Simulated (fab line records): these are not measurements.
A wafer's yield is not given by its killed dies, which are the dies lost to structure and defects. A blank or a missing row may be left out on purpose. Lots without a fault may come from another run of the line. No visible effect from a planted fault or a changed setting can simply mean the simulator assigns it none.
Which tool is to blame? / flow n5 finfet / 20 lots, 60 wafers sampled, at 5 steps of a route of 1938

## WHAT THE GAUGES SHOWED, per wafer
N5_BEOL_M10_THK_MEAS_01.
lot=L074; measured=day 9 22:19; on=film metro-02; M10_ILD_THK (nm)=267 268 270
lot=L075; measured=day 9 22:44; on=film metro-01; M10_ILD_THK (nm)=264 266 263
lot=L077; measured=day 10 02:11; on=film metro-02; M10_ILD_THK (nm)=265 267 269
lot=L076; measured=day 10 02:15; on=film metro-01; M10_ILD_THK (nm)=267 261 273
lot=L078; measured=day 10 11:27; on=film metro-01; M10_ILD_THK (nm)=263 266 266
lot=L079; measured=day 10 19:48; on=film metro-02; M10_ILD_THK (nm)=267 269 271
lot=L080; measured=day 10 20:53; on=film metro-01; M10_ILD_THK (nm)=265 263 272
lot=L081; measured=day 10 23:28; on=film metro-02; M10_ILD_THK (nm)=265 266 270
lot=L082; measured=day 11 05:50; on=film metro-02; M10_ILD_THK (nm)=266 263 265
lot=L083; measured=day 12 05:29; on=film metro-02; M10_ILD_THK (nm)=265 269 270
lot=L086; measured=day 12 12:50; on=film metro-02; M10_ILD_THK (nm)=272 267 272
lot=L085; measured=day 12 13:00; on=film metro-02; M10_ILD_THK (nm)=266 268 269
lot=L087; measured=day 12 20:04; on=film metro-01; M10_ILD_THK (nm)=262 270 270
lot=L088; measured=day 13 10:32; on=film metro-02; M10_ILD_THK (nm)=268 269 271
lot=L091; measured=day 13 12:09; on=film metro-02; M10_ILD_THK (nm)=267 272 270
lot=L090; measured=day 13 12:29; on=film metro-02; M10_ILD_THK (nm)=263 269 264
lot=L093; measured=day 14 08:04; on=film metro-02; M10_ILD_THK (nm)=269 267 272
lot=L092; measured=day 14 17:44; on=film metro-02; M10_ILD_THK (nm)=272 271 273
lot=L095; measured=day 15 13:06; on=film metro-01; M10_ILD_THK (nm)=267 269 270
lot=L097; measured=day 16 03:49; on=film metro-01; M10_ILD_THK (nm)=263 264 269

N5_BEOL_M10_CD_MEAS_11: target cd 64.1 nm.
lot=L074; measured=day 9 22:48; on=cd sem-01; cd nm (nm)=64.3 63.9 62.9
lot=L075; measured=day 9 23:46; on=cd sem-03; cd nm (nm)=64.8 64.5 65.1
lot=L077; measured=day 10 03:12; on=cd sem-01; cd nm (nm)=64.0 64.4 64.6
lot=L076; measured=day 10 03:22; on=cd sem-01; cd nm (nm)=64.7 65.0 64.2
lot=L078; measured=day 10 12:40; on=cd sem-02; cd nm (nm)=64.5 63.8 64.7
lot=L079; measured=day 10 22:45; on=cd sem-02; cd nm (nm)=63.5 64.0 63.6
lot=L080; measured=day 10 22:47; on=cd sem-03; cd nm (nm)=63.6 64.2 63.9
lot=L081; measured=day 11 03:28; on=cd sem-02; cd nm (nm)=64.4 64.0 63.9
lot=L082; measured=day 11 07:20; on=cd sem-01; cd nm (nm)=64.2 64.1 65.0
lot=L083; measured=day 12 06:28; on=cd sem-03; cd nm (nm)=64.3 63.7 63.9
lot=L086; measured=day 12 14:52; on=cd sem-02; cd nm (nm)=64.6 65.0 65.2
lot=L085; measured=day 12 15:02; on=cd sem-02; cd nm (nm)=64.1 64.2 64.4
lot=L087; measured=day 12 20:53; on=cd sem-02; cd nm (nm)=63.8 63.9 63.4
lot=L088; measured=day 13 11:22; on=cd sem-02; cd nm (nm)=64.2 63.9 63.9
lot=L091; measured=day 13 13:39; on=cd sem-03; cd nm (nm)=63.7 63.4 63.9
lot=L090; measured=day 13 13:52; on=cd sem-03; cd nm (nm)=64.3 64.1 64.1
lot=L093; measured=day 14 09:53; on=cd sem-03; cd nm (nm)=64.3 64.5 64.2
lot=L092; measured=day 14 19:34; on=cd sem-03; cd nm (nm)=64.2 64.1 64.0
lot=L095; measured=day 15 13:43; on=cd sem-02; cd nm (nm)=64.5 64.4 64.0
lot=L097; measured=day 16 04:20; on=cd sem-02; cd nm (nm)=64.0 64.3 63.9

## WHAT TOOL EACH LOT RAN ON (gives the tool, then ch and the chambers of the sampled wafers, and finally the start)
lot=L074; N5_BEOL_M9_ETCH_76=rie diel-04 ch 0,1,3, day 9 16:58; N5_BEOL_M9_ETCH_65=rie diel-04 ch 0,1,3, day 9 16:59; N5_BEOL_M9_ETCH_66=rie diel-04 ch 0,1,3, day 9 17:01
lot=L075; N5_BEOL_M9_ETCH_76=rie diel-06 ch 1,2,3, day 9 17:08; N5_BEOL_M9_ETCH_65=rie diel-06 ch 1,2,3, day 9 17:09; N5_BEOL_M9_ETCH_66=rie diel-06 ch 1,2,3, day 9 17:10
lot=L077; N5_BEOL_M9_ETCH_76=rie diel-05 ch 0,1,2, day 9 22:01; N5_BEOL_M9_ETCH_65=rie diel-05 ch 0,1,2, day 9 22:02; N5_BEOL_M9_ETCH_66=rie diel-05 ch 0,1,2, day 9 22:04
lot=L076; N5_BEOL_M9_ETCH_76=rie diel-05 ch 1,2,3, day 9 22:27; N5_BEOL_M9_ETCH_65=rie diel-05 ch 1,2,3, day 9 22:28; N5_BEOL_M9_ETCH_66=rie diel-05 ch 1,2,3, day 9 22:30
lot=L078; N5_BEOL_M9_ETCH_76=rie diel-06 ch 1,3, day 10 08:05; N5_BEOL_M9_ETCH_65=rie diel-06 ch 1,3, day 10 08:06; N5_BEOL_M9_ETCH_66=rie diel-06 ch 1,3, day 10 08:08
lot=L079; N5_BEOL_M9_ETCH_76=rie diel-05 ch 0,1, day 10 15:35; N5_BEOL_M9_ETCH_65=rie diel-05 ch 0,1, day 10 15:35; N5_BEOL_M9_ETCH_66=rie diel-05 ch 0,1, day 10 15:37
lot=L080; N5_BEOL_M9_ETCH_76=rie diel-04 ch 1,2,3, day 10 17:11; N5_BEOL_M9_ETCH_65=rie diel-04 ch 1,2,3, day 10 17:12; N5_BEOL_M9_ETCH_66=rie diel-04 ch 1,2,3, day 10 17:14
lot=L081; N5_BEOL_M9_ETCH_76=rie diel-04 ch 0,2, day 10 17:47; N5_BEOL_M9_ETCH_65=rie diel-04 ch 0,2, day 10 17:48; N5_BEOL_M9_ETCH_66=rie diel-04 ch 0,2, day 10 17:50
lot=L082; N5_BEOL_M9_ETCH_76=rie diel-04 ch 0,1,3, day 11 02:22; N5_BEOL_M9_ETCH_65=rie diel-04 ch 0,1,3, day 11 02:23; N5_BEOL_M9_ETCH_66=rie diel-04 ch 0,1,3, day 11 02:24
lot=L083; N5_BEOL_M9_ETCH_76=rie diel-05 ch 0,2,3, day 11 23:59; N5_BEOL_M9_ETCH_65=rie diel-05 ch 0,2,3, day 12 00:01; N5_BEOL_M9_ETCH_66=rie diel-05 ch 0,2,3, day 12 00:02
lot=L086; N5_BEOL_M9_ETCH_76=rie diel-05 ch 0,1,2, day 12 08:34; N5_BEOL_M9_ETCH_65=rie diel-05 ch 0,1,2, day 12 08:35; N5_BEOL_M9_ETCH_66=rie diel-05 ch 0,1,2, day 12 08:37
lot=L085; N5_BEOL_M9_ETCH_76=rie diel-04 ch 2,3, day 12 08:34; N5_BEOL_M9_ETCH_65=rie diel-04 ch 2,3, day 12 08:35; N5_BEOL_M9_ETCH_66=rie diel-04 ch 2,3, day 12 08:37
lot=L087; N5_BEOL_M9_ETCH_76=rie diel-05 ch 1,3, day 12 16:37; N5_BEOL_M9_ETCH_65=rie diel-05 ch 1,3, day 12 16:37; N5_BEOL_M9_ETCH_66=rie diel-05 ch 1,3, day 12 16:39
lot=L088; N5_BEOL_M9_ETCH_76=rie diel-05 ch 0,2,3, day 13 05:44; N5_BEOL_M9_ETCH_65=rie diel-05 ch 0,2,3, day 13 05:45; N5_BEOL_M9_ETCH_66=rie diel-05 ch 0,2,3, day 13 05:47
lot=L091; N5_BEOL_M9_ETCH_76=rie diel-05 ch 1,2, day 13 08:05; N5_BEOL_M9_ETCH_65=rie diel-05 ch 1,2, day 13 08:05; N5_BEOL_M9_ETCH_66=rie diel-05 ch 1,2, day 13 08:07
lot=L090; N5_BEOL_M9_ETCH_76=rie diel-05 ch 0,1, day 13 08:30; N5_BEOL_M9_ETCH_65=rie diel-05 ch 0,1, day 13 08:31; N5_BEOL_M9_ETCH_66=rie diel-05 ch 0,1, day 13 08:33
lot=L093; N5_BEOL_M9_ETCH_76=rie diel-05 ch 0,1,2, day 14 04:20; N5_BEOL_M9_ETCH_65=rie diel-05 ch 0,1,2, day 14 04:22; N5_BEOL_M9_ETCH_66=rie diel-05 ch 0,1,2, day 14 04:23
lot=L092; N5_BEOL_M9_ETCH_76=rie diel-04 ch 0,1, day 14 14:20; N5_BEOL_M9_ETCH_65=rie diel-04 ch 0,1, day 14 14:20; N5_BEOL_M9_ETCH_66=rie diel-04 ch 0,1, day 14 14:22
lot=L095; N5_BEOL_M9_ETCH_76=rie diel-06 ch 1,3, day 15 08:21; N5_BEOL_M9_ETCH_65=rie diel-06 ch 1,3, day 15 08:22; N5_BEOL_M9_ETCH_66=rie diel-06 ch 1,3, day 15 08:24
lot=L097; N5_BEOL_M9_ETCH_76=rie diel-05 ch 1,2,3, day 15 23:32; N5_BEOL_M9_ETCH_65=rie diel-05 ch 1,2,3, day 15 23:33; N5_BEOL_M9_ETCH_66=rie diel-05 ch 1,2,3, day 15 23:35
- N5_BEOL_M9_ETCH_76: etches underlayer in N2/H2, target depth 6.5 nm, time 5.2 s.
- N5_BEOL_M9_ETCH_65: etches SiARC in CF4, target depth 15.6 nm, time 26 s.
- N5_BEOL_M9_ETCH_66: etches SOC in N2/H2, target depth 80 nm, overetch 16 nm, time 120 s.

## WHAT THE TOOLS THEMSELVES READ (means of the sampled wafers that have a number; where no wafer has one, the mark that the record gives instead)
N5_BEOL_M9_ETCH_76.
lot=L074; tool=rie diel-04; drypump motor current A (A)=5.5; etch rf on time s (s)=5.15; oes product au (a.u.)=0.64; rf fwd power W (W)=818.8; rf vpp V (V)=524.3; showerhead plenum p Torr (Torr)=2.55; throttle valve pct (%)=18.00
lot=L075; tool=rie diel-06; drypump motor current A (A)=5.7; etch rf on time s (s)=5.23; oes product au (a.u.)=0.62; rf fwd power W (W)=821.4; rf vpp V (V)=524.4; showerhead plenum p Torr (Torr)=2.56; throttle valve pct (%)=17.80
lot=L077; tool=rie diel-05; drypump motor current A (A)=5.5; etch rf on time s (s)=5.20; oes product au (a.u.)=0.64; rf fwd power W (W)=817.6; rf vpp V (V)=524.0; showerhead plenum p Torr (Torr)=2.54; throttle valve pct (%)=18.01
lot=L076; tool=rie diel-05; drypump motor current A (A)=5.4; etch rf on time s (s)=5.22; oes product au (a.u.)=0.67; rf fwd power W (W)=821.7; rf vpp V (V)=523.2; showerhead plenum p Torr (Torr)=2.48; throttle valve pct (%)=17.75
lot=L078; tool=rie diel-06; drypump motor current A (A)=5.6; etch rf on time s (s)=5.31; oes product au (a.u.)=0.61; rf fwd power W (W)=818.7; rf vpp V (V)=521.9; showerhead plenum p Torr (Torr)=2.50; throttle valve pct (%)=17.84
lot=L079; tool=rie diel-05; drypump motor current A (A)=5.8; etch rf on time s (s)=5.28; oes product au (a.u.)=0.60; rf fwd power W (W)=817.6; rf vpp V (V)=523.6; showerhead plenum p Torr (Torr)=2.55; throttle valve pct (%)=18.22
lot=L080; tool=rie diel-04; drypump motor current A (A)=5.8; etch rf on time s (s)=5.16; oes product au (a.u.)=0.67; rf fwd power W (W)=818.9; rf vpp V (V)=522.7; showerhead plenum p Torr (Torr)=2.54; throttle valve pct (%)=18.02
lot=L081; tool=rie diel-04; drypump motor current A (A)=6.3; etch rf on time s (s)=5.11; oes product au (a.u.)=0.76; rf fwd power W (W)=818.5; rf vpp V (V)=521.1; showerhead plenum p Torr (Torr)=2.47; throttle valve pct (%)=17.90
lot=L082; tool=rie diel-04; drypump motor current A (A)=5.5; etch rf on time s (s)=5.22; oes product au (a.u.)=0.63; rf fwd power W (W)=821.6; rf vpp V (V)=523.3; showerhead plenum p Torr (Torr)=2.54; throttle valve pct (%)=18.03
lot=L083; tool=rie diel-05; drypump motor current A (A)=5.6; etch rf on time s (s)=5.26; oes product au (a.u.)=0.66; rf fwd power W (W)=821.6; rf vpp V (V)=523.6; showerhead plenum p Torr (Torr)=2.54; throttle valve pct (%)=17.85
lot=L086; tool=rie diel-05; drypump motor current A (A)=5.5; etch rf on time s (s)=5.27; oes product au (a.u.)=0.63; rf fwd power W (W)=820.3; rf vpp V (V)=523.6; showerhead plenum p Torr (Torr)=2.53; throttle valve pct (%)=18.01
lot=L085; tool=rie diel-04; drypump motor current A (A)=6.1; etch rf on time s (s)=5.18; oes product au (a.u.)=0.72; rf fwd power W (W)=818.6; rf vpp V (V)=523.3; showerhead plenum p Torr (Torr)=2.49; throttle valve pct (%)=18.03
lot=L087; tool=rie diel-05; drypump motor current A (A)=5.6; etch rf on time s (s)=5.21; oes product au (a.u.)=0.62; rf fwd power W (W)=821.4; rf vpp V (V)=520.3; showerhead plenum p Torr (Torr)=2.42; throttle valve pct (%)=17.93
lot=L088; tool=rie diel-05; drypump motor current A (A)=5.6; etch rf on time s (s)=5.31; oes product au (a.u.)=0.65; rf fwd power W (W)=820.8; rf vpp V (V)=524.6; showerhead plenum p Torr (Torr)=2.54; throttle valve pct (%)=17.87
lot=L091; tool=rie diel-05; drypump motor current A (A)=5.4; etch rf on time s (s)=5.20; oes product au (a.u.)=0.63; rf fwd power W (W)=819.7; rf vpp V (V)=520.8; showerhead plenum p Torr (Torr)=2.46; throttle valve pct (%)=17.94
lot=L090; tool=rie diel-05; drypump motor current A (A)=5.7; etch rf on time s (s)=5.17; oes product au (a.u.)=0.59; rf fwd power W (W)=818.9; rf vpp V (V)=521.8; showerhead plenum p Torr (Torr)=2.48; throttle valve pct (%)=18.17
lot=L093; tool=rie diel-05; drypump motor current A (A)=5.5; etch rf on time s (s)=5.22; oes product au (a.u.)=0.62; rf fwd power W (W)=822.3; rf vpp V (V)=522.7; showerhead plenum p Torr (Torr)=2.52; throttle valve pct (%)=18.02
lot=L092; tool=rie diel-04; drypump motor current A (A)=5.8; etch rf on time s (s)=5.07; oes product au (a.u.)=0.75; rf fwd power W (W)=819.8; rf vpp V (V)=523.7; showerhead plenum p Torr (Torr)=2.56; throttle valve pct (%)=17.65
lot=L095; tool=rie diel-06; drypump motor current A (A)=5.6; etch rf on time s (s)=5.28; oes product au (a.u.)=0.60; rf fwd power W (W)=819.6; rf vpp V (V)=521.3; showerhead plenum p Torr (Torr)=2.48; throttle valve pct (%)=17.90
lot=L097; tool=rie diel-05; drypump motor current A (A)=5.4; etch rf on time s (s)=5.27; oes product au (a.u.)=0.64; rf fwd power W (W)=820.7; rf vpp V (V)=522.2; showerhead plenum p Torr (Torr)=2.46; throttle valve pct (%)=17.82

N5_BEOL_M9_ETCH_65.
lot=L074; tool=rie diel-04; cf4 flow sccm (sccm)=99.8; drypump motor current A (A)=5.5; etch rf on time s (s)=25.8; oes product au (a.u.)=0.64; rf fwd power W (W)=532.8; rf vpp V (V)=184.7; showerhead plenum p Torr (Torr)=2.14; throttle valve pct (%)=15.79
lot=L075; tool=rie diel-06; cf4 flow sccm (sccm)=100.3; drypump motor current A (A)=5.6; etch rf on time s (s)=26.2; oes product au (a.u.)=0.62; rf fwd power W (W)=530.5; rf vpp V (V)=184.3; showerhead plenum p Torr (Torr)=2.16; throttle valve pct (%)=15.69
lot=L077; tool=rie diel-05; cf4 flow sccm (sccm)=100.3; drypump motor current A (A)=5.5; etch rf on time s (s)=26.2; oes product au (a.u.)=0.64; rf fwd power W (W)=532.4; rf vpp V (V)=183.6; showerhead plenum p Torr (Torr)=2.14; throttle valve pct (%)=15.77
lot=L076; tool=rie diel-05; cf4 flow sccm (sccm)=100.0; drypump motor current A (A)=5.4; etch rf on time s (s)=26.2; oes product au (a.u.)=0.68; rf fwd power W (W)=532.4; rf vpp V (V)=184.0; showerhead plenum p Torr (Torr)=2.10; throttle valve pct (%)=15.56
lot=L078; tool=rie diel-06; cf4 flow sccm (sccm)=100.3; drypump motor current A (A)=5.6; etch rf on time s (s)=26.1; oes product au (a.u.)=0.62; rf fwd power W (W)=531.3; rf vpp V (V)=183.7; showerhead plenum p Torr (Torr)=2.11; throttle valve pct (%)=15.71
lot=L079; tool=rie diel-05; cf4 flow sccm (sccm)=100.1; drypump motor current A (A)=5.8; etch rf on time s (s)=26.4; oes product au (a.u.)=0.60; rf fwd power W (W)=531.7; rf vpp V (V)=183.6; showerhead plenum p Torr (Torr)=2.15; throttle valve pct (%)=15.98
lot=L080; tool=rie diel-04; cf4 flow sccm (sccm)=99.9; drypump motor current A (A)=5.8; etch rf on time s (s)=25.6; oes product au (a.u.)=0.67; rf fwd power W (W)=530.7; rf vpp V (V)=183.5; showerhead plenum p Torr (Torr)=2.14; throttle valve pct (%)=15.81
lot=L081; tool=rie diel-04; cf4 flow sccm (sccm)=100.2; drypump motor current A (A)=6.2; etch rf on time s (s)=25.4; oes product au (a.u.)=0.76; rf fwd power W (W)=537.3; rf vpp V (V)=183.8; showerhead plenum p Torr (Torr)=2.09; throttle valve pct (%)=15.66
lot=L082; tool=rie diel-04; cf4 flow sccm (sccm)=100.0; drypump motor current A (A)=5.5; etch rf on time s (s)=26.1; oes product au (a.u.)=0.63; rf fwd power W (W)=534.1; rf vpp V (V)=184.1; showerhead plenum p Torr (Torr)=2.14; throttle valve pct (%)=15.82
lot=L083; tool=rie diel-05; cf4 flow sccm (sccm)=100.0; drypump motor current A (A)=5.6; etch rf on time s (s)=26.2; oes product au (a.u.)=0.66; rf fwd power W (W)=531.9; rf vpp V (V)=183.7; showerhead plenum p Torr (Torr)=2.15; throttle valve pct (%)=15.67
lot=L086; tool=rie diel-05; cf4 flow sccm (sccm)=100.0; drypump motor current A (A)=5.5; etch rf on time s (s)=26.2; oes product au (a.u.)=0.63; rf fwd power W (W)=530.0; rf vpp V (V)=183.9; showerhead plenum p Torr (Torr)=2.14; throttle valve pct (%)=15.82
lot=L085; tool=rie diel-04; cf4 flow sccm (sccm)=100.3; drypump motor current A (A)=6.1; etch rf on time s (s)=25.6; oes product au (a.u.)=0.72; rf fwd power W (W)=533.5; rf vpp V (V)=182.4; showerhead plenum p Torr (Torr)=2.10; throttle valve pct (%)=15.77
lot=L087; tool=rie diel-05; cf4 flow sccm (sccm)=100.2; drypump motor current A (A)=5.6; etch rf on time s (s)=25.7; oes product au (a.u.)=0.63; rf fwd power W (W)=527.9; rf vpp V (V)=182.6; showerhead plenum p Torr (Torr)=2.04; throttle valve pct (%)=15.68
lot=L088; tool=rie diel-05; cf4 flow sccm (sccm)=100.2; drypump motor current A (A)=5.6; etch rf on time s (s)=26.5; oes product au (a.u.)=0.65; rf fwd power W (W)=531.3; rf vpp V (V)=184.4; showerhead plenum p Torr (Torr)=2.14; throttle valve pct (%)=15.70
lot=L091; tool=rie diel-05; cf4 flow sccm (sccm)=100.0; drypump motor current A (A)=5.4; etch rf on time s (s)=25.7; oes product au (a.u.)=0.63; rf fwd power W (W)=531.5; rf vpp V (V)=183.6; showerhead plenum p Torr (Torr)=2.07; throttle valve pct (%)=15.74
lot=L090; tool=rie diel-05; cf4 flow sccm (sccm)=99.7; drypump motor current A (A)=5.7; etch rf on time s (s)=26.1; oes product au (a.u.)=0.59; rf fwd power W (W)=531.6; rf vpp V (V)=182.7; showerhead plenum p Torr (Torr)=2.09; throttle valve pct (%)=15.91
lot=L093; tool=rie diel-05; cf4 flow sccm (sccm)=99.9; drypump motor current A (A)=5.5; etch rf on time s (s)=26.2; oes product au (a.u.)=0.63; rf fwd power W (W)=530.6; rf vpp V (V)=182.8; showerhead plenum p Torr (Torr)=2.13; throttle valve pct (%)=15.84
lot=L092; tool=rie diel-04; cf4 flow sccm (sccm)=99.6; drypump motor current A (A)=5.8; etch rf on time s (s)=25.5; oes product au (a.u.)=0.75; rf fwd power W (W)=534.1; rf vpp V (V)=184.6; showerhead plenum p Torr (Torr)=2.16; throttle valve pct (%)=15.48
lot=L095; tool=rie diel-06; cf4 flow sccm (sccm)=99.8; drypump motor current A (A)=5.6; etch rf on time s (s)=26.4; oes product au (a.u.)=0.59; rf fwd power W (W)=530.8; rf vpp V (V)=183.6; showerhead plenum p Torr (Torr)=2.09; throttle valve pct (%)=15.79
lot=L097; tool=rie diel-05; cf4 flow sccm (sccm)=100.0; drypump motor current A (A)=5.4; etch rf on time s (s)=26.2; oes product au (a.u.)=0.64; rf fwd power W (W)=532.2; rf vpp V (V)=184.0; showerhead plenum p Torr (Torr)=2.08; throttle valve pct (%)=15.64

N5_BEOL_M9_ETCH_66.
lot=L074; tool=rie diel-04; drypump motor current A (A)=5.5; oes product au (a.u.)=0.58; rf fwd power W (W)=836; rf vpp V (V)=523.6; showerhead plenum p Torr (Torr)=2.55; throttle valve pct (%)=17.97
lot=L075; tool=rie diel-06; drypump motor current A (A)=5.6; oes product au (a.u.)=0.56; rf fwd power W (W)=833; rf vpp V (V)=524.4; showerhead plenum p Torr (Torr)=2.56; throttle valve pct (%)=17.78
lot=L077; tool=rie diel-05; drypump motor current A (A)=5.5; oes product au (a.u.)=0.58; rf fwd power W (W)=833; rf vpp V (V)=524.4; showerhead plenum p Torr (Torr)=2.54; throttle valve pct (%)=17.94
lot=L076; tool=rie diel-05; drypump motor current A (A)=5.4; oes product au (a.u.)=0.61; rf fwd power W (W)=835; rf vpp V (V)=522.6; showerhead plenum p Torr (Torr)=2.48; throttle valve pct (%)=17.70
lot=L078; tool=rie diel-06; drypump motor current A (A)=5.6; oes product au (a.u.)=0.56; rf fwd power W (W)=834; rf vpp V (V)=522.5; showerhead plenum p Torr (Torr)=2.50; throttle valve pct (%)=17.80
lot=L079; tool=rie diel-05; drypump motor current A (A)=5.9; oes product au (a.u.)=0.55; rf fwd power W (W)=837; rf vpp V (V)=523.3; showerhead plenum p Torr (Torr)=2.55; throttle valve pct (%)=18.18
lot=L080; tool=rie diel-04; drypump motor current A (A)=5.8; oes product au (a.u.)=0.60; rf fwd power W (W)=836; rf vpp V (V)=524.1; showerhead plenum p Torr (Torr)=2.54; throttle valve pct (%)=17.97
lot=L081; tool=rie diel-04; drypump motor current A (A)=6.2; oes product au (a.u.)=0.67; rf fwd power W (W)=836; rf vpp V (V)=522.7; showerhead plenum p Torr (Torr)=2.47; throttle valve pct (%)=17.85
lot=L082; tool=rie diel-04; drypump motor current A (A)=5.5; oes product au (a.u.)=0.57; rf fwd power W (W)=836; rf vpp V (V)=524.0; showerhead plenum p Torr (Torr)=2.54; throttle valve pct (%)=17.98
lot=L083; tool=rie diel-05; drypump motor current A (A)=5.6; oes product au (a.u.)=0.60; rf fwd power W (W)=836; rf vpp V (V)=524.4; showerhead plenum p Torr (Torr)=2.55; throttle valve pct (%)=17.81
lot=L086; tool=rie diel-05; drypump motor current A (A)=5.5; oes product au (a.u.)=0.57; rf fwd power W (W)=837; rf vpp V (V)=523.9; showerhead plenum p Torr (Torr)=2.53; throttle valve pct (%)=17.98
lot=L085; tool=rie diel-04; drypump motor current A (A)=6.0; oes product au (a.u.)=0.64; rf fwd power W (W)=838; rf vpp V (V)=523.3; showerhead plenum p Torr (Torr)=2.49; throttle valve pct (%)=17.98
lot=L087; tool=rie diel-05; drypump motor current A (A)=5.6; oes product au (a.u.)=0.55; rf fwd power W (W)=834; rf vpp V (V)=520.7; showerhead plenum p Torr (Torr)=2.42; throttle valve pct (%)=17.88
lot=L088; tool=rie diel-05; drypump motor current A (A)=5.6; oes product au (a.u.)=0.59; rf fwd power W (W)=836; rf vpp V (V)=523.6; showerhead plenum p Torr (Torr)=2.54; throttle valve pct (%)=17.83
lot=L091; tool=rie diel-05; drypump motor current A (A)=5.4; oes product au (a.u.)=0.56; rf fwd power W (W)=834; rf vpp V (V)=521.8; showerhead plenum p Torr (Torr)=2.46; throttle valve pct (%)=17.90
lot=L090; tool=rie diel-05; drypump motor current A (A)=5.7; oes product au (a.u.)=0.53; rf fwd power W (W)=836; rf vpp V (V)=522.3; showerhead plenum p Torr (Torr)=2.48; throttle valve pct (%)=18.12
lot=L093; tool=rie diel-05; drypump motor current A (A)=5.5; oes product au (a.u.)=0.56; rf fwd power W (W)=835; rf vpp V (V)=523.7; showerhead plenum p Torr (Torr)=2.52; throttle valve pct (%)=18.01
lot=L092; tool=rie diel-04; drypump motor current A (A)=5.8; oes product au (a.u.)=0.67; rf fwd power W (W)=837; rf vpp V (V)=525.0; showerhead plenum p Torr (Torr)=2.55; throttle valve pct (%)=17.61
lot=L095; tool=rie diel-06; drypump motor current A (A)=5.6; oes product au (a.u.)=0.54; rf fwd power W (W)=835; rf vpp V (V)=522.6; showerhead plenum p Torr (Torr)=2.48; throttle valve pct (%)=17.88
lot=L097; tool=rie diel-05; drypump motor current A (A)=5.4; oes product au (a.u.)=0.58; rf fwd power W (W)=833; rf vpp V (V)=522.0; showerhead plenum p Torr (Torr)=2.46; throttle valve pct (%)=17.78

## THE ANSWER, worked out from the rows above alone
Rule: usual is defined by the lots themselves. The widest of any qualifying gaps counts: lots, ordered by their means at a reading, are off when they make up no more than a third of the lots, leave a main group of 4 or more, and stand apart from it by 3 or more times the standard deviation of that group's means. A main group is skipped when, at the precision printed for the reading in the tables above, its means are all equal. Also off: a lot with no number at a reading for which 4 or more lots have one. Where the step has rows for the other lots, those lots are counted as sound. First the gauges in route order, then the tools' own readings, where a lot's mean is used as printed above. The first step at which some lot is off is used, and at that step the reading that is off furthest; a lot without a number counts as furthest.
Nothing can be told from this: no lot is off at any reading shown.

## WHAT THE SIMULATOR PUT IN
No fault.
